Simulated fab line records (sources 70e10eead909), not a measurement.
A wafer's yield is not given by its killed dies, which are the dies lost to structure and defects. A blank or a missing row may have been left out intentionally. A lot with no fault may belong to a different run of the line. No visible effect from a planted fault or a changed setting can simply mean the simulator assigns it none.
fab line records ; flow nand_harc ; part 1 of 2: steps 1 to 23 of 31
[record] lots = 5; wafers = 15; last_day = 29
route steps=1302 shown A_SGD_CUT@896 A_SLIT@922
lots that met no fault: from a run of the same line without faults
start_h: start of the lot's first displayed wafer, in hours after the record's first day ; wait_h: time in hours since the lot's previous step ; " as in the row above ; L1.1+2: a single row standing in for several wafers ; - no value, or no start given ; * or withheld: withheld ; < > ~ a bound
route shown NAME@n: NAME is a module with steps in the file, n the number in the route of the first one ; usual: mean/standard deviation taken from wafers without a fault ; same: alike in all rows ; chamber/n: place in a boat ; sites: readings site by site ; _std_site: standard deviation across them ; _edge_site: inner sites' mean taken away from outer sites' mean ; radius_mm: how far each site lies from the wafer's centre ; mask NAME#n: copy n ; behind: the most recent tool/chamber to have shaped the wafer ; hold: why the lot went on hold/how many hours it stayed there/how the hold came to an end ; device: which transistor (n, p or np) failed to switch ; end of line: tests of these same wafers at the route's end ; where a step has no rows: the recipe by itself ; killed: at the first sort, the dies lost to defects and structure; wafer yield is something else ; map: a wafer's dies, marking killed ones x, the rest . and places with no die _
set.NAME: setting as actually run; set.NAME@STEP: the setting as run at that earlier step ; model.NAME: the simulator's own value behind a step, which no gauge read
lots at selected steps of the route; one table per step, one row per wafer
services: the hour from which a tool's chamber was out of use, counted from the record's first day as start_h (under 0 if before that day), plus the number of hours and why
[[steps]]
[step NHARC_A_SGD_CUT_SOFTBAKE_04]
[recipe] temp_c = 105; time_s = 55
[usual] chill_plate_temp_C = 22.99/0.11
lot.wafer;tool;chamber;start_h;wait_h;chill_plate_temp_C
L075.3;litho_track-01;0;-;-;23.07
L075.4;litho_track-01;0;-;-;22.94
L075.6;litho_track-01;0;-;-;23.03
L074.2;litho_track-01;0;-;-;22.88
L074.3;litho_track-01;0;-;-;23.05
L074.5;litho_track-01;0;-;-;22.89
L082.1;litho_track-06;0;-;-;23.04
L082.2;litho_track-06;0;-;-;23.11
L082.4;litho_track-06;0;-;-;22.99
L084.2;litho_track-01;0;-;-;22.95
L084.4;litho_track-01;0;-;-;22.95
L084.6;litho_track-01;0;-;-;23.06
L088.1;litho_track-06;0;-;-;23.04
L088.2;litho_track-06;0;-;-;23.10
L088.5;litho_track-06;0;-;-;23.09
[step NHARC_A_SGD_CUT_EBR_05]
[usual] chill_plate_temp_C = 23.01/0.094
lot.wafer;tool;chamber;start_h;wait_h;chill_plate_temp_C
L075.3;litho_track-01;0;-;-;23.01
L075.4;litho_track-01;0;-;-;22.96
L075.6;litho_track-01;0;-;-;23.01
L074.2;litho_track-01;0;-;-;22.92
L074.3;litho_track-01;0;-;-;23.01
L074.5;litho_track-01;0;-;-;23.15
L082.1;litho_track-06;0;-;-;22.89
L082.2;litho_track-06;0;-;-;23.10
L082.4;litho_track-06;0;-;-;22.94
L084.2;litho_track-01;0;-;-;23.06
L084.4;litho_track-01;0;-;-;22.95
L084.6;litho_track-01;0;-;-;23.03
L088.1;litho_track-06;0;-;-;22.91
L088.2;litho_track-06;0;-;-;22.99
L088.5;litho_track-06;0;-;-;23.00
[step NHARC_A_SGD_CUT_EXPOSE_06]
[recipe] na = 1.35; dose_mj = 85.59; mask_id = SGD
[usual] reticle_temp_C = 22.99/0.12
lot.wafer;tool;chamber;start_h;wait_h;mask;reticle_temp_C
L075.3;arfi_scanner-03;0;437.52;-;SGD#0;22.87
L075.4;arfi_scanner-03;0;437.52;-;SGD#0;23.07
L075.6;arfi_scanner-03;0;437.52;-;SGD#0;23.02
L074.2;arfi_scanner-03;0;448.94;-;SGD#0;22.82
L074.3;arfi_scanner-03;0;448.94;-;SGD#0;22.94
L074.5;arfi_scanner-03;0;448.94;-;SGD#0;23.10
L082.1;arfi_scanner-02;0;518.03;-;SGD#0;22.89
L082.2;arfi_scanner-02;0;518.03;-;SGD#0;22.98
L082.4;arfi_scanner-02;0;518.03;-;SGD#0;22.85
L084.2;arfi_scanner-02;0;540.88;-;SGD#0;22.90
L084.4;arfi_scanner-02;0;540.88;-;SGD#0;23.01
L084.6;arfi_scanner-02;0;540.88;-;SGD#0;22.86
L088.1;arfi_scanner-03;0;573.59;-;SGD#0;23.02
L088.2;arfi_scanner-03;0;573.59;-;SGD#0;22.94
L088.5;arfi_scanner-03;0;573.59;-;SGD#0;23.12
[step NHARC_A_SGD_CUT_PEB_07]
[recipe] peb_temp_c = 100; peb_time_s = 65
[usual] chill_plate_temp_C = 22.99/0.097
lot.wafer;tool;chamber;start_h;wait_h;chill_plate_temp_C
L075.3;litho_track-04;0;437.57;0.0;23.09
L075.4;litho_track-04;0;437.57;0.0;23.09
L075.6;litho_track-04;0;437.57;0.0;22.98
L074.2;litho_track-06;0;448.99;0.1;22.97
L074.3;litho_track-06;0;448.99;0.1;22.98
L074.5;litho_track-06;0;448.99;0.1;22.94
L082.1;litho_track-01;0;518.09;0.1;22.90
L082.2;litho_track-01;0;518.09;0.1;22.94
L082.4;litho_track-01;0;518.09;0.1;23.01
L084.2;litho_track-06;0;540.94;0.1;23.05
L084.4;litho_track-06;0;540.94;0.1;22.97
L084.6;litho_track-06;0;540.94;0.1;23.05
L088.1;litho_track-01;0;573.65;0.1;22.97
L088.2;litho_track-01;0;573.65;0.1;22.99
L088.5;litho_track-01;0;573.65;0.1;23.04
[step NHARC_A_SGD_CUT_DEVELOP_08]
[recipe] develop_time_s = 35; dev_temp_c = 23
[usual] chill_plate_temp_C = 22.98/0.11
lot.wafer;tool;chamber;start_h;wait_h;chill_plate_temp_C
L075.3;litho_track-04;0;-;-;22.86
L075.4;litho_track-04;0;-;-;22.77
L075.6;litho_track-04;0;-;-;22.86
L074.2;litho_track-06;0;-;-;22.83
L074.3;litho_track-06;0;-;-;22.95
L074.5;litho_track-06;0;-;-;22.94
L082.1;litho_track-01;0;-;-;23.05
L082.2;litho_track-01;0;-;-;23.03
L082.4;litho_track-01;0;-;-;22.99
L084.2;litho_track-06;0;-;-;23.03
L084.4;litho_track-06;0;-;-;22.89
L084.6;litho_track-06;0;-;-;23.03
L088.1;litho_track-01;0;-;-;22.82
L088.2;litho_track-01;0;-;-;22.94
L088.5;litho_track-01;0;-;-;23.02
[step NHARC_A_SGD_CUT_CD_MEAS_09]
[recipe] target_cd_nm = 100; landing_energy_ev = 500
[usual] cd_nm = 99.8/0.81
lot.wafer;tool;chamber;start_h;wait_h;cd_nm
L075.3;cd_sem-01;0;437.65;-;98.6
L075.4;cd_sem-01;0;437.65;-;100.2
L075.6;cd_sem-01;0;437.65;-;99.6
L074.2;cd_sem-02;0;449.07;-;98.8
L074.3;cd_sem-02;0;449.07;-;99.0
L074.5;cd_sem-02;0;449.07;-;99.4
L082.1;cd_sem-02;0;518.17;-;99.7
L082.2;cd_sem-02;0;518.17;-;99.7
L082.4;cd_sem-02;0;518.17;-;100.7
L084.2;cd_sem-03;0;541.02;-;98.2
L084.4;cd_sem-03;0;541.02;-;99.3
L084.6;cd_sem-03;0;541.02;-;99.2
L088.1;cd_sem-02;0;573.72;-;100.5
L088.2;cd_sem-02;0;573.72;-;101.1
L088.5;cd_sem-02;0;573.72;-;100.8
[step NHARC_A_SGD_CUT_OVL_MEAS_10]
[usual] overlay_x_nm = 0.1/0.75; overlay_y_nm = -0.2/0.83
lot.wafer;tool;chamber;start_h;wait_h;overlay_x_nm;overlay_y_nm
L075.3;overlay-02;-;437.74;-;0.5;1.4
L075.4;overlay-02;-;437.74;-;1.1;0.6
L075.6;overlay-02;-;437.74;-;0.8;0.6
L074.2;overlay-01;-;449.16;-;-1.0;-1.3
L074.3;overlay-01;-;449.16;-;-1.2;-0.4
L074.5;overlay-01;-;449.16;-;-1.0;-0.9
L082.1;overlay-01;-;518.26;-;0.6;-1.4
L082.2;overlay-01;-;518.26;-;1.4;-1.5
L082.4;overlay-01;-;518.26;-;1.1;-1.2
L084.2;overlay-02;-;541.11;-;0.7;0.1
L084.4;overlay-02;-;541.11;-;0.5;0.1
L084.6;overlay-02;-;541.11;-;0.8;0.3
L088.1;overlay-02;-;573.81;-;-0.5;-0.5
L088.2;overlay-02;-;573.81;-;0.5;-0.9
L088.5;overlay-02;-;573.81;-;-0.3;-0.9
[step NHARC_A_SGD_CUT_INSPECT_11]
[usual] raw_defect_count = 49/30
lot.wafer;tool;chamber;start_h;wait_h;raw_defect_count
L075.3;defect_inspect-02;-;437.77;0.0;51
L075.4;defect_inspect-02;-;437.77;0.0;52
L075.6;defect_inspect-02;-;437.77;0.0;55
L074.2;defect_inspect-02;-;449.20;0.0;74
L074.3;defect_inspect-02;-;449.20;0.0;65
L074.5;defect_inspect-02;-;449.20;0.0;77
L082.1;defect_inspect-02;-;518.30;0.0;71
L082.2;defect_inspect-02;-;518.30;0.0;67
L082.4;defect_inspect-02;-;518.30;0.0;63
L084.2;defect_inspect-02;-;541.14;0.0;35
L084.4;defect_inspect-02;-;541.14;0.0;47
L084.6;defect_inspect-02;-;541.14;0.0;30
L088.1;defect_inspect-01;-;573.85;0.0;22
L088.2;defect_inspect-01;-;573.85;0.0;24
L088.5;defect_inspect-01;-;573.85;0.0;21
[step NHARC_A_SGD_CUT_DESCUM_14]
[recipe] time_s = 3; o2_flow_sccm = 200; ar_flow_sccm = 0; bias_power_w = 0; chemistry = O2
[usual] drypump_motor_current_A = 5.7/0.32; oes_product_au = 0.999/0.014; rf_vpp_V = 57.7/0.86; showerhead_plenum_p_Torr = 1.90/0.09; throttle_valve_pct = 11.312/0.0087
lot.wafer;tool;chamber;start_h;wait_h;drypump_motor_current_A;oes_product_au;rf_hours_counter_h;rf_vpp_V;showerhead_plenum_p_Torr;throttle_valve_pct
L075.4;rie_diel-01;1;437.84;0.1;5.8;0.986;3;59.6;2.04;11.320
L075.3;rie_diel-01;3;437.84;0.1;5.9;1.003;2;57.3;1.79;11.314
L075.6;rie_diel-01;1;437.84;0.1;5.8;0.984;-;59.0;2.04;11.298
L074.2;rie_diel-01;2;449.27;0.1;5.7;1.029;3;57.7;1.92;11.300
L074.3;rie_diel-01;3;449.27;0.1;5.8;1.003;3;58.9;1.79;11.311
L074.5;rie_diel-01;1;449.27;0.1;5.8;0.994;-;57.2;2.04;11.332
L082.1;rie_diel-07;3;518.36;0.1;5.4;0.972;3;57.6;1.92;11.306
L082.2;rie_diel-07;0;518.36;0.1;5.7;0.993;2;56.8;1.78;11.318
L082.4;rie_diel-07;2;518.36;0.1;6.3;0.992;3;58.4;1.83;11.318
L084.4;rie_diel-03;1;541.20;0.1;5.4;0.991;5;57.8;1.87;11.307
L084.2;rie_diel-03;0;541.20;0.1;5.4;1.013;5;58.6;2.00;11.308
L084.6;rie_diel-03;1;541.20;0.1;5.4;0.997;-;57.2;1.87;11.307
L088.2;rie_diel-07;0;573.93;0.1;5.7;1.001;6;56.5;1.78;11.317
L088.1;rie_diel-07;1;573.93;0.1;5.6;1.002;5;57.6;1.76;11.313
L088.5;rie_diel-07;3;573.93;0.1;5.4;0.978;-;59.2;1.91;11.320
[step NHARC_A_SGD_CUT_ETCH_58]
[recipe] target_depth_a = 390; over_etch_frac = 0.3; time_s = 65; ion_energy_ev = 80; cf4_flow_sccm = 150; ar_flow_sccm = 0; rf_w = 300; bias_w = 100; chemistry = CF4
[usual] drypump_motor_current_A = 5.7/0.33; oes_product_au = 1.000/0.013; rf_vpp_V = 151.0/1.2; showerhead_plenum_p_Torr = 1.75/0.077; throttle_valve_pct = 13.284/0.009
lot.wafer;tool;chamber;start_h;wait_h;drypump_motor_current_A;oes_product_au;rf_hours_counter_h;rf_vpp_V;showerhead_plenum_p_Torr;throttle_valve_pct
L075.4;rie_diel-01;3;437.92;0.1;5.9;0.987;2;149.0;1.66;13.280
L075.3;rie_diel-01;2;437.92;0.1;5.8;1.037;2;152.0;1.78;13.297
L075.6;rie_diel-01;0;437.92;0.1;5.2;1.004;-;150.6;1.74;13.284
L074.3;rie_diel-01;2;449.34;0.1;5.7;1.025;3;151.1;1.78;13.288
L074.2;rie_diel-01;3;449.34;0.1;5.9;0.991;3;150.8;1.66;13.284
L074.5;rie_diel-01;2;449.34;0.1;5.8;1.031;-;152.3;1.78;13.268
L082.4;rie_diel-07;3;518.44;0.1;5.4;0.983;3;150.8;1.77;13.288
L082.2;rie_diel-07;1;518.44;0.1;5.6;1.005;3;149.4;1.64;13.283
L082.1;rie_diel-07;2;518.44;0.1;6.3;1.003;3;151.0;1.70;13.292
L084.4;rie_diel-03;3;541.29;0.1;5.8;0.989;5;152.2;1.89;13.282
L084.2;rie_diel-03;2;541.29;0.1;6.2;0.999;5;150.8;1.77;13.286
L084.6;rie_diel-03;0;541.29;0.1;5.4;1.028;-;149.9;1.84;13.275
L088.2;rie_diel-07;3;574.01;0.1;5.4;0.981;7;150.7;1.77;13.280
L088.1;rie_diel-07;1;574.01;0.1;5.6;0.991;5;149.6;1.64;13.289
L088.5;rie_diel-07;2;574.01;0.1;6.3;0.992;-;150.1;1.70;13.283
[step NHARC_A_SGD_CUT_ETCH_59]
[recipe] target_depth_a = 2600; over_etch_frac = 0.25; time_s = 406.25; ion_energy_ev = 200; n2_flow_sccm = 150; h2_flow_sccm = 150; ar_flow_sccm = 0; rf_w = 400; bias_w = 150; chemistry = N2/H2
[usual] drypump_motor_current_A = 5.7/0.32; oes_product_au = 0.999/0.014; rf_vpp_V = 429.9/3; showerhead_plenum_p_Torr = 2.02/0.1; throttle_valve_pct = 14.171/0.0095
lot.wafer;tool;chamber;start_h;wait_h;drypump_motor_current_A;oes_product_au;rf_hours_counter_h;rf_vpp_V;showerhead_plenum_p_Torr;throttle_valve_pct
L075.4;rie_diel-01;3;-;-;5.9;1.002;2;426.8;1.90;14.164
L075.3;rie_diel-01;2;-;-;5.7;1.019;2;430.6;2.05;14.180
L075.6;rie_diel-01;0;-;-;5.2;1.008;-;429.6;2.01;14.188
L074.2;rie_diel-01;3;-;-;5.9;1.001;3;427.5;1.90;14.168
L074.3;rie_diel-01;0;-;-;5.2;1.015;3;430.2;2.01;14.163
L074.5;rie_diel-01;0;-;-;5.2;1.015;-;429.9;2.01;14.172
L082.2;rie_diel-07;1;-;-;5.6;1.007;3;425.8;1.88;14.182
L082.1;rie_diel-07;2;-;-;6.3;0.987;3;428.3;1.95;14.162
L082.4;rie_diel-07;3;-;-;5.4;0.976;3;431.6;2.04;14.176
L084.4;rie_diel-03;3;-;-;5.8;0.976;5;435.8;2.20;14.171
L084.2;rie_diel-03;1;-;-;5.5;0.990;5;430.1;1.99;14.175
L084.6;rie_diel-03;3;-;-;5.8;0.976;-;434.6;2.20;14.185
L088.2;rie_diel-07;0;-;-;5.6;0.991;6;425.7;1.90;14.169
L088.1;rie_diel-07;1;-;-;5.6;1.001;5;425.6;1.88;14.180
L088.5;rie_diel-07;2;-;-;6.3;0.994;-;428.4;1.95;14.159
[step NHARC_A_SGD_CUT_ETCH_15]
[recipe] target_depth_a = 750; time_s = 64.3; ch3f_flow_sccm = 50; o2_flow_sccm = 30; ar_flow_sccm = 200; rf_w = 500; bias_w = 100; chemistry = CH3F/O2
[usual] drypump_motor_current_A = 5.7/0.31; oes_product_au = 0.960/0.019; rf_vpp_V = 263.4/1.9; showerhead_plenum_p_Torr = 2.43/0.11; throttle_valve_pct = 20.664/0.01
lot.wafer;tool;chamber;start_h;wait_h;drypump_motor_current_A;oes_product_au;rf_hours_counter_h;rf_vpp_V;showerhead_plenum_p_Torr;throttle_valve_pct
L075.3;rie_diel-01;2;-;-;5.8;0.947;2;263.2;2.47;20.664
L075.4;rie_diel-01;1;-;-;5.8;0.916;3;265.6;2.61;20.682
L075.6;rie_diel-01;2;-;-;5.8;0.953;-;263.4;2.47;20.673
L074.2;rie_diel-01;3;-;-;5.9;0.958;3;262.0;2.30;20.662
L074.3;rie_diel-01;1;-;-;5.8;0.956;3;265.9;2.61;20.665
L074.5;rie_diel-01;2;-;-;5.7;0.976;-;265.0;2.47;20.648
L082.1;rie_diel-07;0;-;-;5.7;0.953;2;260.7;2.30;20.667
L082.4;rie_diel-07;1;-;-;5.6;0.979;3;260.0;2.27;20.668
L082.2;rie_diel-07;2;-;-;6.3;0.966;3;262.1;2.36;20.671
L084.4;rie_diel-03;1;-;-;5.5;0.915;5;262.3;2.41;20.664
L084.2;rie_diel-03;2;-;-;6.2;0.929;5;264.7;2.46;20.663
L084.6;rie_diel-03;1;-;-;5.5;0.917;-;264.6;2.41;20.670
L088.1;rie_diel-07;0;-;-;5.7;0.977;6;261.5;2.30;20.650
L088.2;rie_diel-07;1;-;-;5.6;0.977;6;260.2;2.27;20.673
L088.5;rie_diel-07;1;-;-;5.5;0.980;-;262.3;2.27;20.647
[step NHARC_A_SGD_CUT_ETCH_16]
[recipe] target_depth_a = 3105; time_s = 155.2; c4f8_flow_sccm = withheld; o2_flow_sccm = 8; ar_flow_sccm = withheld; rf_w = 600; bias_w = 800; chemistry = C4F8/O2/Ar
[usual] oes_product_au = 0.971/0.018; rf_vpp_V = 722/4.6
lot.wafer;tool;chamber;start_h;wait_h;oes_product_au;rf_hours_counter_h;rf_vpp_V
L075.4;rie_diel-01;1;-;-;0.928;3;729
L075.3;rie_diel-01;2;-;-;0.973;2;724
L075.6;rie_diel-01;1;-;-;0.932;-;729
L074.3;rie_diel-01;3;-;-;0.973;3;715
L074.2;rie_diel-01;1;-;-;0.959;3;730
L074.5;rie_diel-01;3;-;-;0.974;-;717
L082.2;rie_diel-07;2;-;-;0.980;3;719
L082.1;rie_diel-07;0;-;-;0.960;2;718
L082.4;rie_diel-07;1;-;-;0.987;3;715
L084.2;rie_diel-03;1;-;-;0.942;5;723
L084.4;rie_diel-03;2;-;-;0.947;5;725
L084.6;rie_diel-03;1;-;-;0.931;-;722
L088.2;rie_diel-07;1;-;-;0.987;6;717
L088.1;rie_diel-07;0;-;-;0.973;6;718
L088.5;rie_diel-07;2;-;-;0.968;-;718
[step NHARC_A_SGD_CUT_STRIP_60]
[recipe] c4f8_flow_sccm = withheld; o2_flow_sccm = 8; ar_flow_sccm = withheld; bias_w = 0; chemistry = C4F8/O2/Ar
lot.wafer;tool;chamber;start_h;wait_h
L075.3+4+6;rie_diel-01;2,0,2;-;-
L074.2+3+5;rie_diel-01;3,0,2;-;-
L082.1+4+2;rie_diel-07;1,3,0;-;-
L084.2+4+6;rie_diel-03;1,2,1;-;-
L088.2+1+5;rie_diel-07;1,2,2;-;-
[step NHARC_A_SGD_CUT_STRIP_17]
[recipe] o2_flow_sccm = 500; ar_flow_sccm = 0; bias_w = 0; chemistry = O2
[usual] drypump_motor_current_A = 5.7/0.31; oes_product_au = 0.999/0.014; rf_vpp_V = 57.7/0.99; showerhead_plenum_p_Torr = 3.50/0.15; throttle_valve_pct = 17.037/0.01
lot.wafer;tool;chamber;start_h;wait_h;drypump_motor_current_A;oes_product_au;rf_hours_counter_h;rf_vpp_V;showerhead_plenum_p_Torr;throttle_valve_pct
L075.3;rie_diel-01;1;-;-;5.8;0.994;3;57.9;3.74;17.028
L075.4;rie_diel-01;0;-;-;5.2;1.009;3;57.6;3.47;17.050
L075.6;rie_diel-01;1;-;-;5.8;0.989;-;58.5;3.74;17.040
L074.3;rie_diel-01;2;-;-;5.8;1.038;3;57.6;3.55;17.043
L074.2;rie_diel-01;3;-;-;5.8;0.998;3;56.4;3.31;17.046
L074.5;rie_diel-01;1;-;-;5.8;0.980;-;57.1;3.74;17.044
L082.1;rie_diel-07;3;-;-;5.4;0.979;3;59.4;3.53;17.039
L082.2;rie_diel-07;0;-;-;5.7;0.993;2;57.8;3.31;17.036
L082.4;rie_diel-07;1;-;-;5.5;1.003;3;57.2;3.27;17.042
L084.4;rie_diel-03;2;-;-;6.2;0.998;5;57.9;3.53;17.034
L084.2;rie_diel-03;3;-;-;5.8;0.991;5;57.3;3.78;17.058
L084.6;rie_diel-03;1;-;-;5.4;0.996;-;55.3;3.46;17.048
L088.1;rie_diel-07;0;-;-;5.7;0.990;6;56.8;3.31;17.016
L088.2;rie_diel-07;1;-;-;5.6;1.000;6;57.4;3.27;17.051
L088.5;rie_diel-07;3;-;-;5.4;0.979;-;57.4;3.53;17.048
[step NHARC_A_SGD_CUT_PRECLEAN_18]
[recipe] time_s = *; temp_c = 50; bath_age_min = 0; chemistry = SC1
[usual] nh4oh_flow_mL_min = 28.31/0.099
[same] bath_age_min = 0
lot.wafer;tool;chamber;start_h;wait_h;nh4oh_flow_mL_min
L075.6;wet_bench-01;7;439.30;-;28.17
L075.3;wet_bench-01;1;439.30;-;28.30
L075.4;wet_bench-01;3;439.30;-;28.36
L074.5;wet_bench-03;2;450.23;-;28.15
L074.3;wet_bench-03;6;450.23;-;28.42
L074.2;wet_bench-03;7;450.23;-;28.22
L082.1;wet_bench-01;3;519.33;-;28.28
L082.2;wet_bench-01;6;519.33;-;28.21
L082.4;wet_bench-01;7;519.33;-;28.24
L084.2;wet_bench-01;6;542.18;-;28.18
L084.6;wet_bench-01;0;542.18;-;28.40
L084.4;wet_bench-01;2;542.18;-;28.21
L088.2;wet_bench-09;0;574.89;-;28.32
L088.1;wet_bench-09;2;574.89;-;28.47
L088.5;wet_bench-09;4;574.89;-;28.42
[step NHARC_A_SGD_CUT_SRD_19]
lot.wafer;tool;chamber;start_h;wait_h
L075.6+3+4;wet_bench-01;7,1,3;-;-
L074.5+3+2;wet_bench-03;2,6,7;-;-
L082.1+2+4;wet_bench-01;3,6,7;-;-
L084.2+6+4;wet_bench-01;6,0,2;-;-
L088.2+1+5;wet_bench-09;0,2,4;-;-
[step NHARC_A_SGD_CUT_DEP_20]
[recipe] target_thk_a = 1500; temp_c = 65; material = SiO2
lot.wafer;tool;chamber;start_h;wait_h
L075.4+3+6;fcvd-02;1,0,0;439.48;-
L074.2+3+5;fcvd-01;1,1,0;450.41;-
L082.2+1+4;fcvd-01;0,1,0;519.48;-
L084.2+4+6;fcvd-02;0;542.32;-
L088.2+1+5;fcvd-01;1,0,1;575.03;-
[step NHARC_A_SGD_CUT_ANNEAL_27]
[recipe] temp_c = 450; time_s = 1800
[usual] spike_tc_centre_C = 450.9/1.2; zone_power_bottom_pct = 7.2/0.44
lot.wafer;tool;chamber;start_h;wait_h;spike_tc_centre_C;zone_power_bottom_pct
L075.3;furnace-03;0;444.16;4.6;451.5;7.8
L075.4;furnace-03;0;444.16;4.6;453.8;7.5
L075.6;furnace-03;0;444.16;4.6;451.7;7.7
L074.2;furnace-05;0;455.02;4.6;450.6;6.7
L074.3;furnace-05;0;455.02;4.6;450.3;6.9
L074.5;furnace-05;0;455.02;4.6;450.5;6.9
L082.1;furnace-08;0;523.04;3.5;450.5;7.8
L082.2;furnace-08;0;523.04;3.5;450.0;7.7
L082.4;furnace-08;0;523.04;3.5;450.8;7.8
L084.2;furnace-03;0;546.74;4.4;450.4;7.6
L084.4;furnace-03;0;546.74;4.4;451.6;7.7
L084.6;furnace-03;0;546.74;4.4;453.1;7.6
L088.1;furnace-05;0;578.27;3.2;451.3;6.8
L088.2;furnace-05;0;578.27;3.2;450.9;6.8
L088.5;furnace-05;0;578.27;3.2;451.2;6.9
[step NHARC_A_SGD_CUT_CMP_21]
[recipe] target_thk_nm = 148.19
[usual] motor_current_A = 12.5/0.98; time_to_endpoint_s = 51/3.5
lot.wafer;tool;chamber;start_h;wait_h;motor_current_A;time_to_endpoint_s
L075.4;cmp-04;3;445.67;0.4;14.2;50
L075.3;cmp-04;0;445.67;0.4;11.6;50
L075.6;cmp-04;1;445.67;0.4;11.3;47
L074.3;cmp-04;1;456.51;0.4;12.0;50
L074.2;cmp-04;2;456.51;0.4;12.4;50
L074.5;cmp-04;1;456.51;0.4;11.8;48
L082.4;cmp-04;2;524.50;0.4;12.4;53
L082.1;cmp-04;0;524.50;0.4;12.1;56
L082.2;cmp-04;1;524.50;0.4;11.3;50
L084.4;cmp-04;2;548.21;0.4;12.2;47
L084.2;cmp-04;1;548.21;0.4;11.7;45
L084.6;cmp-04;3;548.21;0.4;14.3;46
L088.2;cmp-04;1;579.79;0.4;11.8;49
L088.1;cmp-04;3;579.79;0.4;14.0;49
L088.5;cmp-04;1;579.79;0.4;11.4;48
[step NHARC_A_SGD_CUT_THK_MEAS_22]
[recipe] thk_meas_gauge = ellipsometry
[usual] thk_nm = 148.4/1.5
lot.wafer;tool;chamber;start_h;wait_h;thk_nm
L075.3;film_metro-01;-;445.88;0.2;149.5
L075.4;film_metro-01;-;445.88;0.2;147.4
L075.6;film_metro-01;-;445.88;0.2;145.4
L074.2;film_metro-01;-;456.74;0.2;151.5
L074.3;film_metro-01;-;456.74;0.2;146.0
L074.5;film_metro-01;-;456.74;0.2;146.8
L082.1;film_metro-01;-;524.76;0.2;149.7
L082.2;film_metro-01;-;524.76;0.2;148.2
L082.4;film_metro-01;-;524.76;0.2;148.6
L084.2;film_metro-01;-;548.47;0.2;149.8
L084.4;film_metro-01;-;548.47;0.2;149.6
L084.6;film_metro-01;-;548.47;0.2;148.5
L088.1;film_metro-02;-;580.04;0.2;147.9
L088.2;film_metro-02;-;580.04;0.2;147.8
L088.5;film_metro-02;-;580.04;0.2;146.2
[step NHARC_A_SGD_CUT_SRD_23]
lot.wafer;tool;chamber;start_h;wait_h
L075.4+3+6;wet_bench-03;3,4,0;445.92;0.0
L074.3+5+2;wet_bench-03;7,0,2;456.78;0.0
L082.2+4+1;wet_bench-09;6,1,2;524.80;0.0
L084.2+4+6;wet_bench-09;6,7,2;548.52;0.0
L088.2+5+1;wet_bench-01;1,3,4;580.09;0.0
[step NHARC_A_SGD_CUT_ETCH_26]
[recipe] target_depth_a = 458; chemistry = dHF; material = SiO2
lot.wafer;tool;chamber;start_h;wait_h
L075.4+3+6;wet_bench-03;3,4,0;445.95;0.0
L074.3+5+2;wet_bench-03;7,0,2;456.80;0.0
L082.2+4+1;wet_bench-09;6,1,2;524.82;0.0
L084.2+4+6;wet_bench-09;6,7,2;548.54;0.0
L088.2+5+1;wet_bench-01;1,3,4;580.12;0.0
